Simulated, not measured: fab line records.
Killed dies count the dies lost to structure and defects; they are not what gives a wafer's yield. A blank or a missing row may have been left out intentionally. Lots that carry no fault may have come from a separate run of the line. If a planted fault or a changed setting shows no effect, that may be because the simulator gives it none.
fab line records | flow n5-finfet
[record] lots = 9 wafers = 25 last-day = 17
route steps=1938 shown BEOL_M4@1111 BEOL_M14@1733 PASSIVATION@1936
lots that met no fault: from a run of the same line without faults
start-h: the number of hours between the record's first day and the start of the first shown wafer of the lot | wait-h: time in hours since the lot's previous step | " same as the row above | L1.1+2: one row covering several wafers at once | - no value, or no start was given | * or withheld: withheld | < > ~ a bound
route shown NAME@n: names a module that has steps shown in the file, with the first one's number in the route | usual: the fault-free wafers' mean and standard deviation | same: alike in all rows | chamber/n: place in a boat | sites: readings site by site | _std_site: standard deviation across them | _edge_site: inner sites' mean taken away from outer sites' mean | radius-mm: for every site, how far away it sits from the centre of the wafer | mask NAME#n: copy n | behind: the most recent tool/chamber to have shaped the wafer | hold: reason for holding the lot/hours on hold/outcome of the hold | device: which transistor (n, p or np) failed to switch | end of line: tests of these same wafers at the route's end | a step without rows: its recipe alone | killed: the dies lost at the first sort to structure and to defects; this is not the yield of the wafer | map: per-die view of a wafer (x killed, . not killed, _ where there is no die)
set.NAME: the setting that was run; set.NAME@STEP: the one run at that earlier step | model.NAME: the simulator's own value behind a step, which no gauge read
one table for each step of the route and one row for each wafer, over a sample of lots
services: a tool's chamber out of use, with start hour (start-h, from the record's first day; less than 0 if before it), hours out, and reason
[[steps]]
[step N5_BEOL_M4_RC_MEAS_101]
[usual] DIBL_N = 36.6/2.1 DIBL_P = 36.5/2.7 IOFF_N = 0.17/0.043 IOFF_P = 0.22/0.045 ION_N = 674/17 ION_P = 461/9.9 SS_N = 71.7/0.79 SS_P = 73.4/0.79 VT_N = 249/4 VT_P = -250/3.3
// columns lot.wafer tool chamber start-h wait-h DIBL_N[mV/V] DIBL_P[mV/V] IOFF_N[nA/um] IOFF_P[nA/um] ION_N[uA/um] ION_P[uA/um] SS_N[mV/dec] SS_P[mV/dec] VT_N[mV] VT_P[mV]
L984.1 prober-02 0 191.81 0.0 37.2 35.6 0.18 0.23 672 466 71.4 73.3 247 -248
L984.3 " 0 " " 31.8 30.3 0.10 0.16 658 458 69.4 72.2 253 -252
L984.5 " 0 " " 34.4 34.2 0.14 0.21 681 475 70.2 73.3 250 -249
L987.1 prober-01 0 194.77 0.0 39.7 39.8 0.19 0.27 657 452 71.8 75.0 249 -248
L987.2 " 0 " " 36.1 32.2 0.13 0.15 644 439 70.9 72.2 254 -255
L987.6 " 0 " " 35.1 33.3 0.12 0.17 645 449 70.6 72.6 254 -255
L985.1 prober-02 0 194.93 0.0 40.5 39.4 0.23 0.26 695 463 73.2 74.4 247 -250
L985.2 " 0 " " 37.7 35.1 0.17 0.19 676 454 72.8 73.9 250 -254
L985.6 " 0 " " 38.3 37.4 0.20 0.23 693 464 72.4 73.9 248 -248
L986.2 prober-02 0 200.10 0.2 34.9 34.8 0.16 0.26 695 487 71.3 72.6 249 -244
L986.3 " 0 " " 35.6 34.2 0.17 0.25 653 460 71.6 73.1 250 -245
L986.4 " 0 " " 36.0 34.3 0.17 0.25 679 465 71.9 73.2 248 -246
L988.3 prober-02 0 215.73 0.3 39.5 41.3 0.25 0.30 692 469 73.0 74.9 244 -246
L988.4 " 0 " " 39.0 40.2 0.25 0.30 689 468 72.0 74.1 242 -245
L988.6 " 0 " " 37.1 36.6 0.20 0.23 687 465 72.0 73.9 248 -246
L992.1 prober-02 0 218.22 0.0 35.5 36.0 0.15 0.23 673 467 71.9 73.6 248 -246
L992.2 " 0 " " 37.8 38.4 0.19 0.27 682 478 72.0 74.2 249 -246
L991.2 prober-01 0 218.80 0.2 35.0 36.0 0.16 0.23 689 474 71.0 73.7 247 -247
L991.5 " 0 " " 36.8 37.5 0.17 0.24 670 458 71.2 73.5 249 -247
L991.6 " 0 " " 34.8 35.0 0.15 0.20 680 468 70.5 72.8 250 -251
L102.1 prober-01 0 282.81 0.0 37.2 37.7 0.18 0.24 699 478 72.0 73.5 247 -246
L102.4 " 0 " " 36.0 36.6 0.17 0.23 678 465 71.1 73.3 246 -247
L102.5 " 0 " " 37.9 38.2 0.19 0.24 664 456 72.0 73.2 245 -249
L103.2 prober-02 0 284.37 0.2 35.6 35.6 0.15 0.19 665 447 71.4 73.5 252 -254
L103.6 " 0 " " 37.1 37.1 0.19 0.22 673 449 72.3 73.9 246 -253
[step N5_BEOL_M14_STRIP_64]
[recipe] chemistry = O2 power-w = 600 temp-c = 60 pressure-mtorr = 30 rf-frequency-hz = 6e+07 bias-power-w = 0 overash-fraction = 0.3 o2-flow-sccm = 225
[usual] drypump-motor-current-A = 5.9/0.43 oes-product-au = 0.78/0.084 rf-vpp-V = 3.7/0.54 showerhead-plenum-p-Torr = 2.09/0.064 throttle-valve-pct = 16.70/0.24
[same] bias-power-w = 0
// columns lot.wafer tool chamber start-h wait-h drypump-motor-current-A oes-product-au rf-hours-counter-h rf-vpp-V showerhead-plenum-p-Torr throttle-valve-pct
L984.1 rie-diel-01 1 - - 5.9 0.71 199 4.3 1.98 16.66
L984.3 " 0 " " 6.4 0.76 170 3.1 2.18 16.82
L984.5 " 2 " " 6.2 0.87 - 2.9 2.14 16.81
L985.1 rie-diel-03 3 - - 6.3 0.83 109 3.0 2.01 16.25
L985.2 " 1 " " 5.4 0.79 104 2.6 2.12 16.88
L985.6 " 2 " " 5.4 0.70 - 3.2 2.04 16.41
L987.1 rie-diel-06 2 - - 5.4 0.71 227 3.2 2.07 16.68
L987.2 " 1 " " 6.5 0.95 11 4.0 2.11 16.41
L987.6 " 1 " " 6.5 0.94 - 3.3 2.11 16.41
L986.2 rie-diel-06 0 - - 5.7 0.78 155 4.6 2.19 16.78
L986.3 " 2 " " 5.4 0.71 228 3.7 2.07 16.68
L986.4 " 3 " " 5.3 0.79 72 3.6 2.13 16.70
L988.3 rie-diel-03 0 - - 6.1 0.68 211 2.7 2.11 17.25
L988.4 " 2 " " 5.4 0.70 219 3.3 2.04 16.42
L988.6 " 3 " " 6.3 0.82 - 2.6 2.01 16.26
L992.1 rie-diel-01 1 - - 5.9 0.68 213 3.6 1.97 16.69
L992.2 " 0 " " 6.4 0.74 183 3.6 2.17 16.83
L991.2 rie-diel-01 1 - - 6.0 0.69 215 3.8 1.97 16.71
L991.5 " 3 " " 6.1 0.94 - 3.7 2.08 16.68
L991.6 " 0 " " 6.4 0.74 - 3.9 2.17 16.84
L103.2 rie-diel-03 2 - - 5.4 0.69 241 3.5 2.03 16.47
L103.6 " 0 " " 6.1 0.67 - 3.5 2.10 17.30
L102.1 rie-diel-06 1 - - 6.5 0.87 48 3.3 2.10 16.47
L102.4 " 1 " " 6.5 0.87 - 3.5 2.10 16.48
L102.5 " 3 " " 5.3 0.76 - 3.5 2.12 16.77
[step N5_BEOL_M14_CD_MEAS_17]
[recipe] target-cd-nm = 250 polarity = opening
[usual] cd-nm = 250/3.3
// columns lot.wafer tool chamber start-h wait-h cd-nm
L984.1 cd-sem-01 - 262.14 0.0 244
L984.3 " - " " 244
L984.5 " - " " 250
L985.1 cd-sem-01 - 271.78 0.0 246
L985.2 " - " " 246
L985.6 " - " " 246
L987.1 cd-sem-01 - 274.39 0.0 252
L987.2 " - " " 252
L987.6 " - " " 249
L986.2 cd-sem-01 - 275.84 0.0 248
L986.3 " - " " 248
L986.4 " - " " 252
L988.3 cd-sem-02 - 290.72 0.0 250
L988.4 " - " " 248
L988.6 " - " " 248
L992.1 cd-sem-02 - 292.67 0.0 248
L992.2 " - " " 253
L991.2 cd-sem-01 - 299.42 0.0 241
L991.5 " - " " 247
L991.6 " - " " 251
L103.2 cd-sem-02 - 363.96 0.0 250
L103.6 " - " " 249
L102.1 cd-sem-01 - 367.05 0.0 253
L102.4 " - " " 252
L102.5 " - " " 252
[step N5_BEOL_M14_PRE_CLEAN_42]
[recipe] gas = H2/He time-s = 30 temp-c = 300
[usual] heater-power-w = 481/71
// columns lot.wafer tool chamber start-h wait-h heater-power-w
L984.1 pvd-sputter-01 - 265.79 0.0 623
L984.3 " - " " 473
L984.5 " - " " 632
L985.1 pvd-sputter-03 - 273.83 0.0 498
L985.2 " - " " 420
L985.6 " - " " 450
L987.1 pvd-sputter-02 - 280.63 0.0 388
L987.2 " - " " 498
L987.6 " - " " 395
L986.2 pvd-sputter-03 - 280.81 0.0 427
L986.3 " - " " 448
L986.4 " - " " 493
L988.3 pvd-sputter-02 - 295.24 0.0 390
L988.4 " - " " 415
L988.6 " - " " 502
L992.1 pvd-sputter-02 - 295.88 0.0 562
L992.2 " - " " 396
L991.2 pvd-sputter-01 - 310.56 0.0 484
L991.5 " - " " 422
L991.6 " - " " 637
L103.2 pvd-sputter-02 - 367.55 0.0 429
L103.6 " - " " 428
L102.1 pvd-sputter-02 - 372.74 0.0 431
L102.4 " - " " 387
L102.5 " - " " 561
[step N5_BEOL_M14_CMP_49]
[recipe] stop-on = SiO2 t-overpolish-s = 5.2 down-force-psi = 2 platen-rpm = 80 clearing-platen-down-force-psi = 2 clearing-platen-rpm = 80 post-cmp-clean = cu-alkaline target-thk-nm = 560 clearing-platen-pad-velocity-m-s = 1.5917 pad-velocity-m-s = 1.5917
[usual] barrier-field-endpoint-s = 11.5/0.32 clearing-platen-rpm = 80.00/0.04 motor-current-A = 8.3/0.79 overpolish-run-s = 5.200/0.0085 time-to-endpoint-s = 123/4.7
// columns lot.wafer tool chamber start-h wait-h barrier-field-endpoint-s clearing-platen-rpm motor-current-A overpolish-run-s time-to-endpoint-s
L984.1 cmp-03 0 266.59 0.3 11.4 79.90 7.1 5.201 119
L984.3 " 3 " " 11.0 80.03 7.5 5.204 116
L984.5 " 0 " " 11.4 79.97 6.9 5.202 120
L985.1 cmp-02 3 274.63 0.3 11.6 79.99 7.0 5.196 127
L985.2 " 0 " " 11.0 79.96 8.3 5.211 114
L985.6 " 0 " " 11.0 80.01 7.7 5.209 114
L987.1 cmp-03 1 281.47 0.3 11.5 79.94 9.6 5.198 121
L987.2 " 2 " " 11.9 79.98 8.3 5.193 126
L987.6 " 0 " " 11.7 79.93 6.8 5.186 119
L986.3 cmp-01 1 281.61 0.2 12.0 80.00 8.1 5.191 130
L986.4 " 2 " " 11.6 80.06 8.4 5.214 127
L986.2 " 3 " " 11.6 79.96 8.1 5.193 125
L988.4 cmp-02 0 296.04 0.1 10.6 80.06 7.6 5.222 113
L988.3 " 1 " " 11.4 80.03 9.0 5.186 121
L988.6 " 0 " " 10.9 80.03 8.1 5.196 113
L992.2 cmp-02 1 296.88 0.4 12.2 79.95 9.3 5.200 129
L992.1 " 2 " " 11.8 80.02 8.9 5.194 128
L991.2 cmp-02 1 311.41 0.3 11.3 79.94 9.1 5.214 123
L991.5 " 0 " " 11.2 79.97 7.9 5.208 115
L991.6 " 1 " " 11.4 80.02 9.4 5.187 125
L103.2 cmp-02 0 368.83 0.5 11.2 80.01 7.5 5.194 120
L103.6 " 2 " " 23.3 80.02 8.9 2.710 159
L102.1 cmp-02 3 373.59 0.3 11.5 80.02 7.3 5.185 133
L102.4 " 1 " " 11.6 79.93 9.1 5.192 122
L102.5 " 2 " " 23.7 79.94 8.7 2.328 156
[step N5_BEOL_M14_THK_MEAS_50]
[recipe] thk-meas-gauge = xrf reads = Cu_of_BEOL_M14_ECD_47
[usual] M14_THK = 562/23
// columns lot.wafer tool chamber start-h wait-h M14_THK[nm]
L984.1 film-metro-01 - 266.89 - 578
L984.3 " - " " 531
L984.5 " - " " 571
L985.1 film-metro-02 - 274.93 - 550
L985.2 " - " " 572
L985.6 " - " " 527
L987.1 film-metro-02 - 281.73 - 545
L987.2 " - " " 571
L987.6 " - " " 572
L986.2 film-metro-01 - 281.91 - 603
L986.3 " - " " 571
L986.4 " - " " 547
L988.3 film-metro-01 - 296.34 - 578
L988.4 " - " " 529
L988.6 " - " " 572
L992.1 film-metro-02 - 297.18 - 552
L992.2 " - " " 529
L991.2 film-metro-02 - 311.67 - 582
L991.5 " - " " 582
L991.6 " - " " 557
L103.2 film-metro-02 - 369.02 - 591
L103.6 " - " " 1057
L102.1 film-metro-02 - 373.84 - 574
L102.4 " - " " 608
L102.5 " - " " 1089
[step N5_BEOL_M14_INSPECT_55]
[recipe] inspect-instrument = darkfield mode = post-dep
[usual] raw-defect-count = 73/24
// columns lot.wafer tool chamber start-h wait-h raw-defect-count
L984.1 defect-inspect-02 - 267.04 0.0 60
L984.3 " - " " 74
L984.5 " - " " 51
L985.1 defect-inspect-02 - 275.10 0.0 117
L985.2 " - " " 90
L985.6 " - " " 108
L987.1 defect-inspect-02 - 281.88 0.0 79
L987.2 " - " " 91
L987.6 " - " " 68
L986.2 defect-inspect-02 - 282.06 0.0 60
L986.3 " - " " 77
L986.4 " - " " 67
L988.3 defect-inspect-02 - 296.49 0.0 62
L988.4 " - " " 75
L988.6 " - " " 72
L992.1 defect-inspect-02 - 297.35 0.0 36
L992.2 " - " " 65
L991.2 defect-inspect-01 - 311.83 0.0 49
L991.5 " - " " 51
L991.6 " - " " 34
L103.2 defect-inspect-01 - 369.19 0.0 87
L103.6 " - " " 6489
L102.1 defect-inspect-01 - 374.00 0.0 68
L102.4 " - " " 93
L102.5 " - " " 6546
[step N5_PASSIVATION_PROBE_49]
[usual] defect-limited-yield = 91.5/1.7 killed_at_M0_to_M3 = 33/11 killed_at_M4_up = 13/5.2 killed-at-contacts = 11/5.7 killed-at-front-end = 39/11 killed-at-other = 4/3 killed-dies = 101/20 killed-on-rim = 13/4.1 killed-open = 66/15 killed-short = 33/8.4 sort_bin_4_leakage = 0.01/0.073 sort_bin_5_function = 5.0/1.1 sort_bin_6_memory = 3.2/0.69 sort_bin_8_speed = 0.1/0.52 sort-n-pass = 1078/20 sort-yield-pct = 91.4/1.7
[same] gross-dies = 1180 killed-at-back-side = 0
// columns lot.wafer tool chamber start-h wait-h defect-limited-yield[%] killed_at_M0_to_M3 killed_at_M4_up killed-at-contacts killed-at-front-end killed-at-other killed-dies killed-on-rim killed-open killed-short sort_bin_4_leakage[%] sort_bin_5_function[%] sort_bin_6_memory[%] sort_bin_8_speed[%] sort-n-pass sort-yield-pct[%]
L992.1 prober-01 - 321.15 0.0 91.8 22 10 15 44 6 97 17 59 36 0 4.9 3.1 0 1083 91.8
L992.2 prober-01 - 321.20 0.1 90.5 33 8 8 60 3 112 20 69 41 0 5.7 3.3 0 1068 90.5
L991.2 prober-02 - 331.77 0.1 94.7 20 3 10 28 1 62 10 43 16 0 3.1 2.1 0 1118 94.7
L991.5 prober-02 - 331.92 0.2 93.3 28 9 6 34 2 79 10 56 20 0 3.7 2.7 0 1101 93.3
L991.6 prober-02 - 331.97 0.3 93.6 30 12 14 20 0 76 10 57 16 0 3.3 2.9 0 1104 93.6
L103.2 prober-01 - 386.72 0.1 91.6 25 16 8 45 5 99 13 69 29 0 4.2 4.0 0 1081 91.6
L103.6 prober-01 - 386.92 0.3 0 36 1093 20 26 5 1180 152 64 28 0 4.3 3.3 0 0 0
L102.1 prober-01 - 396.33 0.0 89.8 43 11 11 54 1 120 7 85 32 0 6.4 3.6 0 1060 89.8
L102.4 prober-01 - 396.48 0.2 90.8 31 15 16 43 3 108 14 60 45 0 4.8 3.9 0 1072 90.8
L102.5 prober-01 - 396.53 0.2 0 33 1071 17 58 1 1180 152 90 30 0 6.1 4.1 0 0 0
// killed by level:class
L992.1 MOL_CONTACT_COAG:geometric-particle:open=12 FIN_SAQP:geometric-particle:short=11 GATE_CUT:geometric-particle:short=9 STI_FIN_REVEAL:geometric-particle:open=5 GATE_CUT:geometric-particle:open=5 BEOL_M3:geometric-particle:open=5 DUMMY_GATE:geometric-particle:open=4 BEOL_M0_SAQP:geometric-particle:short=4
L992.2 STI_FIN_REVEAL:geometric-particle:open=23 BEOL_M0_SAQP:geometric-particle:short=9 MOL_CONTACT_COAG:geometric-particle:open=7 BEOL_M3:geometric-particle:open=7 DUMMY_GATE:geometric-particle:open=6 FIN_SAQP:geometric-particle:short=5 BEOL_M0_SAQP:geometric-particle:open=5 STI_FIN_REVEAL:geometric-particle:short=4
L991.2 MOL_CONTACT_COAG:geometric-particle:open=9 DUMMY_GATE:geometric-particle:open=7 BEOL_M2:geometric-particle:open=5 FIN_SAQP:geometric-particle:open=4 BEOL_M0_SAQP:geometric-particle:open=4 BEOL_M0:geometric-particle:open=4 STI_FIN_REVEAL:geometric-particle:open=3 DUMMY_GATE:geometric-particle:short=3
L991.5 DUMMY_GATE:geometric-particle:open=8 BEOL_M3:geometric-particle:open=8 FIN_SAQP:geometric-particle:open=5 STI_FIN_REVEAL:geometric-particle:open=5 BEOL_M0_SAQP:geometric-particle:open=5 BEOL_M1:geometric-particle:open=5 FIN_SAQP:geometric-particle:short=4 MOL_CONTACT_COAG:geometric-particle:short=3
L991.6 BEOL_M3:geometric-particle:open=13 MOL_CONTACT_COAG:geometric-particle:open=11 BEOL_M2:geometric-particle:open=6 DUMMY_GATE:geometric-particle:open=5 BEOL_M8:geometric-particle:open=4 MOL_CONTACT_COAG:geometric-particle:short=3 BEOL_M4:geometric-particle:open=3 STARTING-WAFER:geometric-particle:open=3
L103.2 BEOL_M3:geometric-particle:open=9 STI_FIN_REVEAL:geometric-particle:open=8 GATE_CUT:geometric-particle:short=8 FIN_SAQP:geometric-particle:open=7 MOL_CONTACT_COAG:geometric-particle:open=7 GATE_CUT:geometric-particle:open=6 FIN_SAQP:geometric-particle:short=5 BEOL_M4:geometric-particle:open=5
L103.6 BEOL_M14:area-cmp=1087 MOL_CONTACT_COAG:geometric-particle:open=16 BEOL_M3:geometric-particle:open=12 BEOL_M3:geometric-particle:short=7 BEOL_M2:geometric-particle:open=6 BEOL_M0_SAQP:geometric-particle:open=6 FIN_SAQP:geometric-particle:open=5 STI_FIN_REVEAL:geometric-particle:open=5
L102.1 BEOL_M2:geometric-particle:open=22 FIN_SAQP:geometric-particle:open=11 FIN_SAQP:geometric-particle:short=9 MOL_CONTACT_COAG:geometric-particle:open=9 STI_FIN_REVEAL:geometric-particle:open=8 BEOL_M3:geometric-particle:open=7 DUMMY_GATE:geometric-particle:open=6 BEOL_M0_SAQP:geometric-particle:open=5
L102.4 MOL_CONTACT_COAG:geometric-particle:open=12 BEOL_M0_SAQP:geometric-particle:short=10 FIN_SAQP:geometric-particle:open=9 FIN_SAQP:geometric-particle:short=7 STI_FIN_REVEAL:geometric-particle:open=6 SPACER0:geometric-particle:short=6 GATE_CUT:geometric-particle:short=5 BEOL_M4:geometric-particle:open=5
L102.5 BEOL_M14:area-cmp=1056 STI_FIN_REVEAL:geometric-particle:open=17 MOL_CONTACT_COAG:geometric-particle:open=15 FIN_SAQP:geometric-particle:open=11 BEOL_M2:geometric-particle:open=9 BEOL_M0_SAQP:geometric-particle:open=7 BEOL_M3:geometric-particle:open=6 FIN_SAQP:geometric-particle:short=5
[[services]]
// columns tool chamber start-h hours kind
cmp-03 - 241.91 - consumable-replace:conditioner
rie-diel-01 3 255.63 - clean
rie-diel-01 3 255.63 - consumable-replace:focus-ring
rie-diel-01 3 255.63 20.5 scheduled-down
rie-diel-01 3 255.63 20.5 vent-cycle
cmp-02 - 258.41 2.0 repair
cmp-03 - 261.62 0.7 repair
cmp-02 - 262.26 0.8 repair
cmp-03 - 272.80 6.5 pm
cmp-03 - 286.88 18.2 pm
cmp-01 - 294.23 3.9 repair
cmp-01 - 298.98 4.0 pm
rie-diel-06 3 307.81 6.7 repair
cmp-01 - 313.44 1.2 repair
cmp-02 - 325.52 3.7 pm
rie-diel-01 3 330.01 15.9 repair
rie-diel-06 2 338.04 - clean
rie-diel-06 2 338.04 - consumable-replace:focus-ring
rie-diel-06 2 338.04 18.1 scheduled-down
rie-diel-06 2 338.04 18.1 vent-cycle
rie-diel-01 0 343.02 22.2 repair
pvd-sputter-01 - 354.49 2.5 repair
rie-diel-06 2 359.48 33.0 repair
cmp-01 - 367.52 13.8 pm
[[key]]
[first-sign] step = N5_BEOL_M14_CMP_49 reading = overpolish-run-s direction = down sigmas = 99+ usual = 5.200 struck = 2.519
[effect] step = N5_BEOL_M14_CMP_49 reading = barrier-field-endpoint-s direction = up sigmas = 37 usual = 11.5 struck = 23.5
[effect] step = N5_BEOL_M14_THK_MEAS_50 reading = M14_THK direction = up sigmas = 22 usual = 562 struck = 1073
[effect] step = N5_BEOL_M14_INSPECT_55 reading = raw-defect-count direction = up sigmas = 99+ usual = 73 struck = 6518
[effect] step = N5_PASSIVATION_PROBE_49 reading = killed_at_M4_up direction = up sigmas = 99+ usual = 13 struck = 1082
[more-kills-born-at] N5_BEOL_M14_CMP_49@cmp-02 = 2143
met-at N5_BEOL_M14_CMP_49
struck-lots L102,L103
struck-wafers L102.5,L103.6
later-rows-left-out L102.5,L103.6
not-acting-at N5_BEOL_M14_STRIP_64,N5_BEOL_M14_CD_MEAS_17,N5_BEOL_M14_PRE_CLEAN_42
onset-between 311.41 368.83
[fault] kind = process-parameter-drift tool = cmp-02 chamber = - onset-h = 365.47 steps = N5_BEOL_M14_CMP_49 channel = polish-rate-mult offset = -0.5 shape = step end-h = 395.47 scope = struck-wafers-only
// later-rows-left-out: the simulator's readings of these wafers behind a module that went badly wrong aren't trusted and aren't shown, but for the sort
